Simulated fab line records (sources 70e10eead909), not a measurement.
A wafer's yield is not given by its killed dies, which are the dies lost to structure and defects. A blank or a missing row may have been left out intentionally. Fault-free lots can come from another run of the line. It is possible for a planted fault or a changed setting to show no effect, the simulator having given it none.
Which tool was responsible? | flow nand_harc | Sampling: 24 lots, 72 wafers, 6 of 1302 route steps

== WHAT THE GAUGES READ, wafer by wafer ==
The record lacks any reading of a measuring or inspecting step that a usual standard deviation could be used to judge.

== TOOL THAT RAN EACH LOT (tool first, then ch and the chambers of the sampled wafers, then the start) ==
lot  | NHARC_A_WL_FILL_RTA_01           | NHARC_A_WL_FILL_ETCHBACK_05       | NHARC_A_WL_FILL_ALD_10           | NHARC_A_CONTACT_DESCUM_47          | NHARC_A_CONTACT_ETCH_112             | NHARC_A_CONTACT_ETCH_116
L074 | rtp_anneal-01 ch 0, day 20 07:41 | rie_metal-01 ch 0,1, day 20 08:56 | ald_hk-01 ch 1,2, day 20 16:43   | rie_diel-04 ch 1,2, day 21 14:51   | har_cap_etch-03 ch 0,1, day 21 16:52 | har_cap_etch-03 ch 0,1, day 21 17:33
L075 | rtp_anneal-02 ch 0, day 20 12:37 | rie_metal-02 ch 0, day 20 13:53   | ald_hk-04 ch 0,1,2, day 20 18:56 | rie_diel-03 ch 1,2,3, day 21 19:32 | har_cap_etch-02 ch 1, day 21 21:34   | har_cap_etch-02 ch 1, day 21 22:15
L076 | rtp_anneal-01 ch 0, day 21 12:33 | rie_metal-02 ch 0,1, day 21 14:07 | ald_hk-04 ch 0,1,2, day 21 21:34 | rie_diel-04 ch 0,2,3, day 22 14:23 | har_cap_etch-01 ch 0,1, day 22 16:29 | har_cap_etch-01 ch 0,1, day 22 17:10
L077 | rtp_anneal-02 ch 0, day 21 12:39 | rie_metal-03 ch 0,1, day 21 13:56 | ald_hk-03 ch 0,1,2, day 21 20:29 | rie_diel-03 ch 0,2,3, day 22 13:43 | har_cap_etch-02 ch 0,1, day 22 16:07 | har_cap_etch-02 ch 0,1, day 22 16:48
L078 | rtp_anneal-01 ch 0, day 22 04:23 | rie_metal-02 ch 0,1, day 22 05:44 | ald_hk-01 ch 0,2,3, day 22 13:18 | rie_diel-05 ch 0,3, day 23 05:59   | har_cap_etch-02 ch 0,1, day 23 08:13 | har_cap_etch-02 ch 0,1, day 23 08:53
L081 | rtp_anneal-02 ch 0, day 22 21:13 | rie_metal-02 ch 0,1, day 22 22:48 | ald_hk-04 ch 0,1,3, day 23 06:13 | rie_diel-04 ch 2,3, day 23 22:22   | har_cap_etch-01 ch 0,1, day 24 01:01 | har_cap_etch-01 ch 0,1, day 24 01:42
L080 | rtp_anneal-01 ch 0, day 22 21:13 | rie_metal-01 ch 0,1, day 22 22:29 | ald_hk-01 ch 2,3, day 23 04:01   | rie_diel-04 ch 0,2,3, day 23 21:58 | har_cap_etch-03 ch 0,1, day 24 00:11 | har_cap_etch-03 ch 0,1, day 24 00:52
L079 | rtp_anneal-01 ch 0, day 23 02:26 | rie_metal-03 ch 0,1, day 23 03:43 | ald_hk-03 ch 0,1,3, day 23 09:13 | rie_diel-04 ch 0,1, day 24 06:07   | har_cap_etch-03 ch 0,1, day 24 08:32 | har_cap_etch-03 ch 0,1, day 24 09:13
L082 | rtp_anneal-02 ch 0, day 23 12:29 | rie_metal-03 ch 0,1, day 23 13:50 | ald_hk-03 ch 1,2, day 23 19:22   | rie_diel-04 ch 1,2,3, day 24 18:53 | har_cap_etch-02 ch 0,1, day 24 20:56 | har_cap_etch-02 ch 0,1, day 24 21:37
L083 | rtp_anneal-02 ch 0, day 24 13:35 | rie_metal-02 ch 0,1, day 24 14:52 | ald_hk-01 ch 0,1, day 24 20:25   | rie_diel-04 ch 0,1,3, day 25 12:48 | har_cap_etch-03 ch 0,1, day 25 15:32 | har_cap_etch-03 ch 0,1, day 25 16:14
L084 | rtp_anneal-02 ch 0, day 24 22:18 | rie_metal-03 ch 0,1, day 24 23:33 | ald_hk-01 ch 0,2,3, day 25 05:23 | rie_diel-05 ch 0,1,2, day 26 00:25 | har_cap_etch-01 ch 0,1, day 26 02:28 | har_cap_etch-01 ch 0,1, day 26 03:10
L085 | rtp_anneal-02 ch 0, day 25 02:34 | rie_metal-03 ch 0,1, day 25 04:05 | ald_hk-01 ch 1,3, day 25 09:52   | rie_diel-03 ch 0,1,2, day 26 04:34 | har_cap_etch-02 ch 0,1, day 26 06:41 | har_cap_etch-02 ch 0,1, day 26 07:22
L086 | rtp_anneal-01 ch 0, day 25 02:35 | rie_metal-02 ch 0,1, day 25 03:50 | ald_hk-03 ch 0,1,3, day 25 09:20 | rie_diel-05 ch 0,1,2, day 26 03:29 | har_cap_etch-03 ch 0,1, day 26 05:31 | har_cap_etch-03 ch 0,1, day 26 06:12
L087 | rtp_anneal-02 ch 0, day 26 08:28 | rie_metal-02 ch 0,1, day 26 09:48 | ald_hk-03 ch 0,3, day 26 16:00   | rie_diel-05 ch 0,3, day 27 08:29   | har_cap_etch-02 ch 0,1, day 27 10:32 | har_cap_etch-02 ch 0,1, day 27 11:17
L088 | rtp_anneal-01 ch 0, day 26 11:27 | rie_metal-01 ch 0,1, day 26 12:43 | ald_hk-01 ch 0,2, day 26 15:13   | rie_diel-04 ch 0,3, day 27 08:20   | har_cap_etch-03 ch 0,1, day 27 10:23 | har_cap_etch-03 ch 0,1, day 27 11:04
L090 | rtp_anneal-02 ch 0, day 26 18:38 | rie_metal-03 ch 0,1, day 26 19:55 | ald_hk-04 ch 0,2,3, day 27 02:56 | rie_diel-04 ch 0,2, day 27 20:25   | har_cap_etch-02 ch 0,1, day 27 22:34 | har_cap_etch-02 ch 0,1, day 27 23:28
L089 | rtp_anneal-02 ch 0, day 26 20:42 | rie_metal-03 ch 0,1, day 26 22:01 | ald_hk-01 ch 0,1,3, day 27 03:58 | rie_diel-05 ch 1,2,3, day 27 19:23 | har_cap_etch-03 ch 0,1, day 27 21:26 | har_cap_etch-03 ch 0,1, day 27 22:08
L091 | rtp_anneal-02 ch 0, day 27 05:40 | rie_metal-02 ch 0, day 27 06:59   | ald_hk-01 ch 0,1,2, day 27 12:23 | rie_diel-04 ch 0,3, day 28 06:19   | har_cap_etch-02 ch 0,1, day 28 08:20 | har_cap_etch-02 ch 0,1, day 28 09:01
L092 | rtp_anneal-02 ch 0, day 28 14:02 | rie_metal-01 ch 0,1, day 28 15:17 | ald_hk-04 ch 0,2,3, day 28 23:43 | rie_diel-03 ch 1,2,3, day 29 15:52 | har_cap_etch-03 ch 0,1, day 29 17:53 | har_cap_etch-03 ch 0,1, day 29 18:34
L093 | rtp_anneal-01 ch 0, day 28 14:10 | rie_metal-02 ch 0,1, day 28 15:26 | ald_hk-03 ch 0,1, day 29 01:08   | rie_diel-04 ch 2,3, day 29 19:28   | har_cap_etch-01 ch 0,1, day 29 21:29 | har_cap_etch-01 ch 0,1, day 29 22:10
L094 | rtp_anneal-02 ch 0, day 29 01:26 | rie_metal-03 ch 0,1, day 29 02:43 | ald_hk-04 ch 1,3, day 29 12:04   | rie_diel-03 ch 1,3, day 30 05:16   | har_cap_etch-01 ch 0,1, day 30 07:20 | har_cap_etch-01 ch 0,1, day 30 08:01
L095 | rtp_anneal-01 ch 0, day 29 01:36 | rie_metal-01 ch 0,1, day 29 02:53 | ald_hk-01 ch 1,2,3, day 29 12:35 | rie_diel-04 ch 1,2,3, day 30 05:02 | har_cap_etch-03 ch 0,1, day 30 07:04 | har_cap_etch-03 ch 0,1, day 30 07:45
L096 | rtp_anneal-02 ch 0, day 29 23:34 | rie_metal-02 ch 0,1, day 30 00:50 | ald_hk-04 ch 0,3, day 30 05:52   | rie_diel-04 ch 1,2,3, day 30 23:52 | har_cap_etch-01 ch 0,1, day 31 02:03 | har_cap_etch-01 ch 0,1, day 31 02:44
L097 | rtp_anneal-01 ch 0, day 29 23:35 | rie_metal-01 ch 0,1, day 30 00:50 | ald_hk-01 ch 0,2,3, day 30 05:52 | rie_diel-04 ch 1,2,3, day 31 00:14 | har_cap_etch-02 ch 0,1, day 31 02:54 | har_cap_etch-02 ch 0,1, day 31 03:35
- NHARC_A_WL_FILL_RTA_01: time 5 s.
- NHARC_A_WL_FILL_ETCHBACK_05: etches the open film in Cl2/BCl3, target depth 22 nm, time 60 s.
- NHARC_A_WL_FILL_ALD_10: deposits SiO2, target thk 50 nm, pulse time 10 s, ald cycles 500.
- NHARC_A_CONTACT_DESCUM_47: chemistry O2, time 3 s.
- NHARC_A_CONTACT_ETCH_112: etches the open film in C4F8/O2/Ar, time 190 s, target depth 1850 nm.
- NHARC_A_CONTACT_ETCH_116: etches the open film in C4F8/O2/Ar, time 190 s, target depth 1850 nm.

== AS READ BY THE TOOLS THEMSELVES (means over the sampled wafers that have a number; for cases with no such wafer, the mark the record gives instead) ==
NHARC_A_WL_FILL_RTA_01.
lot  | tool          | lamp_power_pct (%) | lamp_zone_1_pct (%) | lamp_zone_3_pct (%) | wafer_temp_C_max
L074 | rtp_anneal-01 | 30.3               | 30.3                | 30.3                | 1005.8
L075 | rtp_anneal-02 | 32.9               | 32.8                | 32.9                | 1003.9
L076 | rtp_anneal-01 | 30.3               | 30.4                | 30.3                | 1006.7
L077 | rtp_anneal-02 | 32.9               | 32.8                | 32.8                | 1004.1
L078 | rtp_anneal-01 | 30.3               | 30.3                | 30.3                | 1005.0
L081 | rtp_anneal-02 | 32.9               | 32.9                | 32.9                | 1003.8
L080 | rtp_anneal-01 | 30.3               | 30.3                | 30.3                | 1005.2
L079 | rtp_anneal-01 | 30.3               | 30.3                | 30.3                | 1005.7
L082 | rtp_anneal-02 | 32.9               | 32.9                | 32.9                | 1005.2
L083 | rtp_anneal-02 | 32.8               | 32.9                | 32.8                | 1004.3
L084 | rtp_anneal-02 | 32.9               | 32.9                | 32.9                | 1003.9
L085 | rtp_anneal-02 | 32.9               | 32.9                | 32.9                | 1004.5
L086 | rtp_anneal-01 | 30.3               | 30.3                | 30.3                | 1005.8
L087 | rtp_anneal-02 | 32.8               | 32.8                | 32.8                | 1003.8
L088 | rtp_anneal-01 | 30.3               | 30.3                | 30.3                | 1005.4
L090 | rtp_anneal-02 | 32.8               | 32.9                | 32.8                | 1004.5
L089 | rtp_anneal-02 | 32.9               | 32.8                | 32.9                | 1004.0
L091 | rtp_anneal-02 | 32.9               | 32.9                | 32.8                | 1004.4
L092 | rtp_anneal-02 | 32.9               | 32.8                | 32.9                | 1005.3
L093 | rtp_anneal-01 | 30.3               | 30.3                | 30.3                | 1006.8
L094 | rtp_anneal-02 | 32.9               | 32.9                | 32.8                | 1004.6
L095 | rtp_anneal-01 | 30.3               | 30.3                | 30.3                | 1006.0
L096 | rtp_anneal-02 | 32.8               | 32.9                | 32.9                | 1004.1
L097 | rtp_anneal-01 | 30.3               | 30.3                | 30.3                | 1006.2

NHARC_A_WL_FILL_ETCHBACK_05.
lot  | tool         | drypump_motor_current_A (A) | oes_product_au (a.u.)
L074 | rie_metal-01 | 5.6                         | 0.995
L075 | rie_metal-02 | 4.7                         | 1.002
L076 | rie_metal-02 | 4.7                         | 1.010
L077 | rie_metal-03 | 5.9                         | 0.992
L078 | rie_metal-02 | 4.8                         | 0.998
L081 | rie_metal-02 | 4.7                         | 0.999
L080 | rie_metal-01 | 5.3                         | 0.990
L079 | rie_metal-03 | 5.6                         | 0.996
L082 | rie_metal-03 | 5.6                         | 1.011
L083 | rie_metal-02 | 4.7                         | 0.998
L084 | rie_metal-03 | 5.6                         | 0.998
L085 | rie_metal-03 | 5.8                         | 0.989
L086 | rie_metal-02 | 4.8                         | 0.993
L087 | rie_metal-02 | 4.8                         | 1.006
L088 | rie_metal-01 | 5.3                         | 0.999
L090 | rie_metal-03 | 5.9                         | 1.009
L089 | rie_metal-03 | 5.9                         | 1.007
L091 | rie_metal-02 | 4.7                         | 1.002
L092 | rie_metal-01 | 5.3                         | 0.998
L093 | rie_metal-02 | 4.7                         | 1.002
L094 | rie_metal-03 | 5.8                         | 0.995
L095 | rie_metal-01 | 5.3                         | 0.999
L096 | rie_metal-02 | 4.8                         | 0.999
L097 | rie_metal-01 | 5.6                         | 0.998

NHARC_A_WL_FILL_ALD_10.
lot  | tool      | heater_power_w (W) | precursor_pulse_height_rel
L074 | ald_hk-01 | 489                | 0.991
L075 | ald_hk-04 | 465                | 0.983
L076 | ald_hk-04 | 457                | 1.005
L077 | ald_hk-03 | 479                | 1.005
L078 | ald_hk-01 | 441                | 0.994
L081 | ald_hk-04 | 455                | 0.991
L080 | ald_hk-01 | 435                | 0.996
L079 | ald_hk-03 | 444                | 1.000
L082 | ald_hk-03 | 480                | 0.991
L083 | ald_hk-01 | 464                | 1.015
L084 | ald_hk-01 | 443                | 0.998
L085 | ald_hk-01 | 456                | 1.000
L086 | ald_hk-03 | 452                | 1.004
L087 | ald_hk-03 | 462                | 0.969
L088 | ald_hk-01 | 451                | 1.010
L090 | ald_hk-04 | 469                | 1.000
L089 | ald_hk-01 | 447                | 1.004
L091 | ald_hk-01 | 457                | 1.008
L092 | ald_hk-04 | 464                | 0.996
L093 | ald_hk-03 | 478                | 0.977
L094 | ald_hk-04 | 437                | 0.984
L095 | ald_hk-01 | 459                | 1.007
L096 | ald_hk-04 | 469                | 1.001
L097 | ald_hk-01 | 445                | 0.990

NHARC_A_CONTACT_DESCUM_47.
lot  | tool        | drypump_motor_current_A (A) | oes_product_au (a.u.) | rf_vpp_V (V) | showerhead_plenum_p_Torr (Torr) | throttle_valve_pct (%)
L074 | rie_diel-04 | 6.4                         | 0.995                 | 58.4         | 2.01                            | 11.306
L075 | rie_diel-03 | 5.5                         | 0.999                 | 56.8         | 1.97                            | 11.303
L076 | rie_diel-04 | 5.9                         | 0.994                 | 57.5         | 1.87                            | 11.308
L077 | rie_diel-03 | 5.8                         | 1.011                 | 58.1         | 1.98                            | 11.306
L078 | rie_diel-05 | 5.7                         | 1.000                 | 58.3         | 1.93                            | 11.315
L081 | rie_diel-04 | 6.4                         | 1.011                 | 58.7         | 1.89                            | 11.309
L080 | rie_diel-04 | 5.9                         | 0.994                 | 57.9         | 1.87                            | 11.311
L079 | rie_diel-04 | 5.4                         | 0.995                 | 58.5         | 1.91                            | 11.318
L082 | rie_diel-04 | 6.5                         | 0.997                 | 57.6         | 1.94                            | 11.305
L083 | rie_diel-04 | 5.9                         | 0.999                 | 59.0         | 1.92                            | 11.301
L084 | rie_diel-05 | 5.7                         | 0.998                 | 57.7         | 1.85                            | 11.301
L085 | rie_diel-03 | 5.7                         | 1.009                 | 57.8         | 1.93                            | 11.310
L086 | rie_diel-05 | 5.7                         | 0.997                 | 57.0         | 1.85                            | 11.302
L087 | rie_diel-05 | 5.7                         | 0.992                 | 58.9         | 1.92                            | 11.313
L088 | rie_diel-04 | 5.4                         | 0.996                 | 58.2         | 1.84                            | 11.308
L090 | rie_diel-04 | 5.9                         | 1.001                 | 57.9         | 1.87                            | 11.310
L089 | rie_diel-05 | 5.7                         | 0.993                 | 57.3         | 1.87                            | 11.308
L091 | rie_diel-04 | 5.9                         | 1.004                 | 57.0         | 1.85                            | 11.313
L092 | rie_diel-03 | 5.5                         | 1.001                 | 58.1         | 1.95                            | 11.306
L093 | rie_diel-04 | 6.5                         | 1.006                 | 57.3         | 1.87                            | 11.309
L094 | rie_diel-03 | 5.8                         | 1.001                 | 57.9         | 2.00                            | 11.320
L095 | rie_diel-04 | 6.5                         | 1.001                 | 57.1         | 1.94                            | 11.316
L096 | rie_diel-04 | 6.4                         | 0.996                 | 57.7         | 1.94                            | 11.305
L097 | rie_diel-04 | 6.5                         | 0.993                 | 58.0         | 1.94                            | 11.313

== THE ANSWER, worked out from the rows above alone ==
Rule: what is usual is taken from the lots themselves. Put in order of their means at a reading, lots are off if they are a third of the lots or fewer, leave a main group of 4 or more, and stand apart from it by a gap of 3 or more times the standard deviation of the main group's means; of several such gaps the widest counts. Not used: any main group whose means are identical at the precision the tables above print for the reading. A lot without any number at a reading at which 4 lots or more have one is off too. Any other lot the step has rows for is counted as sound. First the gauges in route order, then the tools' own readings, where a lot's mean is used as printed above. At the first step where some lot is off, the reading lying furthest off is the one used; lots without a number count as furthest.
No lot is off on any of the readings shown, so nothing can be concluded from this.

== WHAT THE SIMULATOR PUT IN ==
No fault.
